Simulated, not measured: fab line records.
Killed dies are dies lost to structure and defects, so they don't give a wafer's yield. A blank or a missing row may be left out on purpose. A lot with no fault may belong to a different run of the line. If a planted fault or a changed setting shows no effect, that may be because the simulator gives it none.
Matching of chambers ; flow n5Finfet ; 3 sister chambers for N5_BEOL_M9_DEP_56 on pecvd-02
The step deposits SiCN from 3MS/NH3, target thk 15 nm, time 26.5 s. 6 wafers are shown with their chamber, then 8 later ones without.

## WAFERS PAIRED WITH THEIR CHAMBERS
wafer;chamber;throttleValvePct (%);showerheadPlenumPTorr (Torr)
L083.6;0;9.4;3.664
L085.6;0;9.9;3.657
L088.1;2;9.0;3.670
L088.2;1;9.5;3.677
L088.4;1;10.2;3.667
L091.4;2;9.0;3.659

## WAFERS WHOSE CHAMBER IS MISSING
wafer;throttleValvePct (%);showerheadPlenumPTorr (Torr)
L091.5;9.5;3.665
L091.6;9.6;3.666
L094.4;9.3;3.670
L094.5;9.8;3.660
L094.6;9.3;3.670
L093.1;9.6;3.670
L093.4;9.5;3.669
L093.5;9.0;3.667

## WHICH CHAMBER EACH ONE RAN IN
wafer;from the rows above;in truth
L091.5;can't be placed: 0 or 2 or 1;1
L091.6;can't be placed: 0 or 1 or 2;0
L094.4;can't be placed: 2 or 1 or 0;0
L094.5;can't be placed: 0 or 1 or 2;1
L094.6;can't be placed: 2 or 1 or 0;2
L093.1;can't be placed: 1 or 0 or 2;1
L093.4;can't be placed: 1 or 0 or 2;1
L093.5;can't be placed: 2 or 0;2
0 of 8 placed correctly. Unplaceable from these rows: 8, with the true chamber sitting among the candidates in 8. Placed wrongly: 0.
How it was worked out, from the rows above alone: a wafer's distance from a chamber is the root of the sum, over the readings, of the square of ((its reading less the chamber's mean) divided by the reading's scatter). If the next closest chamber is less than 2 further off than the closest, the wafer can't be placed; otherwise it belongs to the closest. For every chamber, the mean is computed from those of its wafers that are shown. How the scatter is found: for the shown wafers, subtract from each reading the mean of its chamber, square and add these, divide the total by (wafers less chambers), then take the root.
